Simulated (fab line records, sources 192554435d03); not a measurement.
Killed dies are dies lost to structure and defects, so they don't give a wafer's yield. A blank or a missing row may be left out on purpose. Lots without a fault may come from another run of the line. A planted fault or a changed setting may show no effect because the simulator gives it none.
fab line records | flow n5_finfet
record lots=11 wafers=32 last_day=18
route steps=1938 shown BEOL_M13@1679
lots that met no fault: from a run of the same line without faults
start_h: hours from the record's first day to the start of the lot's first wafer shown | wait_h: hours since the lot's step before | " the same as in the row above | L1.1+2: a row that stands for several wafers | - no value, or no start given | * or withheld: withheld | < > ~ a bound
route shown NAME@n: a module of which the file shows steps, and the number in the route of the first | usual: mean/standard deviation of fault-free wafers | same: alike in all rows | chamber/n: place in a boat | sites: the reading at each site | _std_site: their standard deviation | _edge_site: outer sites' mean less inner sites' | radius_mm: how far each site lies from the wafer's centre | mask NAME#n: copy n | behind: the tool/chamber that last shaped the wafer | hold: why the lot was held/for how many hours/how that ended | device: the transistor (n, p or np) that didn't switch | end of line: the same wafers' tests at the end of the route | a step without rows: its recipe alone | killed: dies lost to structure and defects at the first sort, not the wafer's yield | map: a wafer's dies, x killed, . not, _ none there
set.NAME: the setting as run; set.NAME@STEP: as run at that earlier step | model.NAME: the simulator's own value behind a step, which no gauge read
steps of the route over a sample of lots; a table a step, a row a wafer
services: from which hour (start_h, from the record's first day; less than 0 if before it) a tool's chamber was out of use, for how many hours, and why
## steps
# step N5_BEOL_M13_CD_MEAS_17
# recipe target_cd_nm=190 polarity=opening
# usual cd_nm=190.8/1.3
# columns lot.wafer tool chamber start_h wait_h cd_nm
L400.2 cd_sem-03 - 276.95 0.0 191.0
L400.4 " - " " 191.4
L400.6 " - " " 191.0
L402.2 cd_sem-03 - 283.74 0.0 192.1
L402.4 " - " " 191.9
L402.6 " - " " 192.6
L401.1 cd_sem-01 - 297.60 0.0 193.4
L401.2 " - " " 194.2
L401.5 " - " " 195.2
L403.2 cd_sem-02 - 298.66 0.0 191.4
L403.3 " - " " 191.2
L403.5 " - " " 192.2
L404.1 cd_sem-02 - 305.51 0.0 189.4
L404.2 " - " " 189.9
L404.4 " - " " 190.0
L410.2 cd_sem-02 - 346.57 0.0 190.8
L410.4 " - " " 191.0
L414.2 cd_sem-03 - 355.66 0.0 191.8
L414.3 " - " " 191.2
L414.4 " - " " 190.8
L415.1 cd_sem-02 - 367.29 0.0 193.1
L415.3 " - " " 193.1
L415.6 " - " " 192.7
L417.1 cd_sem-01 - 379.46 0.0 190.6
L417.5 " - " " 190.1
L417.6 " - " " 189.5
L416.2 cd_sem-01 - 380.09 0.0 190.1
L416.5 " - " " 191.6
L416.6 " - " " 189.8
L420.2 cd_sem-02 - 392.74 0.0 192.1
L420.5 " - " " 191.6
L420.6 " - " " 190.3
# step N5_BEOL_M13_PRE_CLEAN_42
# recipe gas=H2/He time_s=30 temp_c=250
# usual heater_power_w=324/17
# columns lot.wafer tool chamber start_h wait_h heater_power_w
L400.2 pvd_sputter-01 - 281.06 0.0 313
L400.4 " - " " 329
L400.6 " - " " 318
L402.2 pvd_sputter-02 - 286.26 0.0 328
L402.4 " - " " 314
L402.6 " - " " 313
L401.1 pvd_sputter-01 - 302.61 0.0 333
L401.2 " - " " 335
L401.5 " - " " 330
L403.2 pvd_sputter-03 - 302.79 0.0 325
L403.3 " - " " 332
L403.5 " - " " 325
L404.1 pvd_sputter-01 - 307.41 0.0 280
L404.2 " - " " 314
L404.4 " - " " 332
L410.2 pvd_sputter-03 - 352.46 0.0 319
L410.4 " - " " 333
L414.2 pvd_sputter-03 - 358.13 0.0 332
L414.3 " - " " 323
L414.4 " - " " 330
L415.1 pvd_sputter-02 - 369.00 0.0 334
L415.3 " - " " 319
L415.6 " - " " 313
L417.1 pvd_sputter-02 - 382.71 0.0 311
L417.5 " - " " 334
L417.6 " - " " 327
L416.2 pvd_sputter-01 - 382.89 0.0 324
L416.5 " - " " 333
L416.6 " - " " 318
L420.2 pvd_sputter-01 - 398.27 0.0 326
L420.5 " - " " 343
L420.6 " - " " 326
# step N5_BEOL_M13_SPUTTER_44
# recipe material=Ta target_thk_a=100 temp_c=50 bias_v=80 power_w=15000 chamber_pressure_pa=0.07 time_s=16.13
# usual throttle_valve_pct=30.4/0.85
# columns lot.wafer tool chamber start_h wait_h throttle_valve_pct
L400.2 pvd_sputter-01 - 281.18 0.0 30.5
L400.4 " - " " 30.1
L400.6 " - " " 30.5
L402.2 pvd_sputter-02 - 286.38 0.0 30.2
L402.4 " - " " 29.2
L402.6 " - " " 29.1
L401.1 pvd_sputter-01 - 302.73 0.0 30.3
L401.2 " - " " 31.0
L401.5 " - " " 30.8
L403.2 pvd_sputter-03 - 302.91 0.0 31.8
L403.3 " - " " 32.2
L403.5 " - " " 29.4
L404.1 pvd_sputter-01 - 307.53 0.0 30.2
L404.2 " - " " 30.3
L404.4 " - " " 31.3
L410.2 pvd_sputter-03 - 352.58 0.0 32.2
L410.4 " - " " 31.6
L414.2 pvd_sputter-03 - 358.25 0.0 31.8
L414.3 " - " " 29.5
L414.4 " - " " 29.6
L415.1 pvd_sputter-02 - 369.12 0.0 30.4
L415.3 " - " " 29.5
L415.6 " - " " 29.1
L417.1 pvd_sputter-02 - 382.83 0.0 28.9
L417.5 " - " " 30.3
L417.6 " - " " 29.5
L416.2 pvd_sputter-01 - 383.01 0.0 30.4
L416.5 " - " " 30.2
L416.6 " - " " 30.6
L420.2 pvd_sputter-01 - 398.39 0.0 30.9
L420.5 " - " " 30.2
L420.6 " - " " 31.1
# step N5_BEOL_M13_CMP_49
# recipe stop_on=SiOC t_overpolish_s=17.1 down_force_psi=1 platen_rpm=50 clearing_platen_down_force_psi=1.5 clearing_platen_rpm=50 post_cmp_clean=cu_alkaline target_thk_nm=420 clearing_platen_pad_velocity_m_s=0.99484 pad_velocity_m_s=0.99484
# usual barrier_field_endpoint_s=30.3/0.6 motor_current_A=6.1/0.54 retaining_ring_pressure_frac=0.999/0.0048
# columns lot.wafer tool chamber start_h wait_h barrier_field_endpoint_s motor_current_A retaining_ring_pressure_frac
L400.2 cmp-01 2 281.84 0.2 29.4 5.8 1.002
L400.4 " 3 " " 30.8 6.6 1.001
L400.6 " 3 " " 30.4 6.5 1.001
L402.4 cmp-03 2 287.13 0.2 31.1 6.9 0.997
L402.2 " 3 " " 30.8 5.8 1.003
L402.6 " 1 " " 30.5 5.5 1.004
L401.2 cmp-01 0 303.47 0.3 29.9 6.0 0.998
L401.1 " 1 " " 28.7 6.6 1.010
L401.5 " 3 " " 29.8 6.7 0.998
L403.2 cmp-03 0 303.67 0.2 30.7 5.7 1.001
L403.3 " 3 " " 31.0 5.5 0.997
L403.5 " 1 " " 30.7 5.7 0.994
L404.1 cmp-04 2 308.94 0.3 30.1 5.2 1.006
L404.2 " 3 " " 29.8 7.0 0.994
L404.4 " 1 " " 29.9 6.3 0.999
L410.2 cmp-01 0 353.54 0.2 30.6 6.0 0.997
L410.4 " 3 " " 33.3 6.8 1.011
L414.3 cmp-04 0 358.90 0.2 32.6 6.5 0.995
L414.4 " 2 " " 32.6 4.9 0.997
L414.2 " 3 " " 30.1 6.5 0.996
L415.3 cmp-04 0 370.14 0.4 30.9 7.2 0.996
L415.1 " 1 " " 30.0 6.1 0.996
L415.6 " 3 " " 30.4 6.7 1.003
L417.1 cmp-03 3 383.57 0.3 29.6 5.8 1.003
L417.5 " 1 " " 29.1 5.5 0.998
L417.6 " 2 " " 30.2 6.5 1.000
L416.2 cmp-01 0 383.75 0.3 30.3 5.7 0.991
L416.6 " 2 " " 30.4 5.7 1.008
L416.5 " 3 " " 30.2 6.8 1.004
L420.2 cmp-03 0 399.05 0.2 29.6 5.6 1.000
L420.6 " 0 " " 29.8 5.9 1.003
L420.5 " 1 " " 30.2 5.3 1.004
# step N5_BEOL_M13_DEP_53
# recipe material=SiCN target_thk_a=500 temp_c=withheld precursor=3MS/NH3 pressure_torr=3 rf_w=675 time_s=17.8
# usual showerhead_plenum_p_Torr=4.171/0.022 showerhead_vpp_V=1649/64 throttle_valve_pct=18.4/0.84
# columns lot.wafer tool chamber start_h wait_h showerhead_plenum_p_Torr showerhead_vpp_V throttle_valve_pct
L400.2 pecvd-01 0 282.20 0.0 4.182 1586 18.7
L400.4 " 1 " " 4.147 1675 20.0
L400.6 " 0 " " 4.179 1619 18.6
L402.2 pecvd-02 0 287.41 0.0 4.148 1774 18.0
L402.4 " 1 " " 4.171 1580 17.5
L402.6 " 0 " " 4.138 1745 18.0
L401.1 pecvd-02 2 303.75 0.0 4.157 1637 17.1
L401.2 " 0 " " 4.142 1751 18.1
L401.5 " 1 " " 4.167 1540 17.4
L403.2 pecvd-03 1 304.03 0.0 4.137 1687 18.7
L403.3 " 2 " " 4.150 1610 17.9
L403.5 " 1 " " 4.148 1701 18.7
L404.1 pecvd-01 1 309.30 0.0 4.145 1687 20.1
L404.2 " 2 " " 4.210 1698 19.2
L404.4 " 0 " " 4.189 1596 18.6
L410.2 pecvd-02 1 353.90 0.0 4.173 1575 17.7
L410.4 " 2 " " 4.161 1569 17.4
L414.2 pecvd-01 1 359.26 0.0 4.168 1670 19.9
L414.3 " 2 " " 4.204 1659 19.4
L414.4 " 2 " " 4.220 1699 19.6
L415.1 pecvd-03 0 370.43 0.0 4.167 1687 18.5
L415.3 " 1 " " 4.141 1679 18.5
L415.6 " 1 " " 4.146 1679 18.7
L417.1 pecvd-03 0 383.85 0.0 4.172 1667 18.8
L417.5 " 2 " " 4.138 1605 17.9
L417.6 " 0 " " 4.177 1659 18.7
L416.2 pecvd-03 2 384.03 0.0 4.155 1604 18.1
L416.5 " 0 " " 4.179 1669 18.4
L416.6 " 1 " " 4.142 1689 18.8
L420.2 pecvd-01 0 399.42 0.0 4.195 1615 18.7
L420.5 " 2 " " 4.216 1672 19.4
L420.6 " 0 " " 4.188 1590 18.5
## services
# columns tool chamber start_h hours kind
pecvd-01 - 274.98 0.7 repair
pvd_sputter-01 - 283.92 0.7 repair
cmp-03 - 289.82 0.5 repair
cmp-01 - 298.50 4.0 pm
cmp-01 - 302.50 - consumable_replace:conditioner
cmp-01 - 302.50 - consumable_replace:pad
cmp-01 - 304.50 4.9 pm
pecvd-02 - 307.15 0.7 repair
pecvd-02 1 356.11 8.4 repair
pvd_sputter-02 - 359.51 2.0 repair
cmp-04 - 365.41 1.9 repair
pecvd-01 - 365.75 2.3 repair
cmp-04 - 368.28 0.4 repair
pecvd-01 0 368.80 2.1 scheduled_down
pecvd-01 1 383.62 - clean
pecvd-01 1 383.62 - consumable_replace:showerhead
pecvd-01 1 383.62 29.0 scheduled_down
pecvd-01 1 383.62 29.0 vent_cycle
cmp-04 - 393.82 4.0 pm
## key
first_sign step=N5_BEOL_M13_CMP_49 reading=barrier_field_endpoint_s direction=up sigmas=4.2 usual=30.3 struck=32.8
effect none on later readings
met_at N5_BEOL_M13_SPUTTER_44
struck_lots L410,L414
struck_wafers L410.4,L414.3,L414.4
not_acting_at N5_BEOL_M13_CD_MEAS_17,N5_BEOL_M13_PRE_CLEAN_42,N5_BEOL_M13_DEP_53
onset_between 302.91 352.58
fault kind=process_parameter_drift tool=pvd_sputter-03 chamber=- onset_h=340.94 steps=N5_BEOL_M13_SPUTTER_44 channel=time_s offset=* shape=step end_h=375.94 scope=struck_wafers_only acts_in=* stated=*
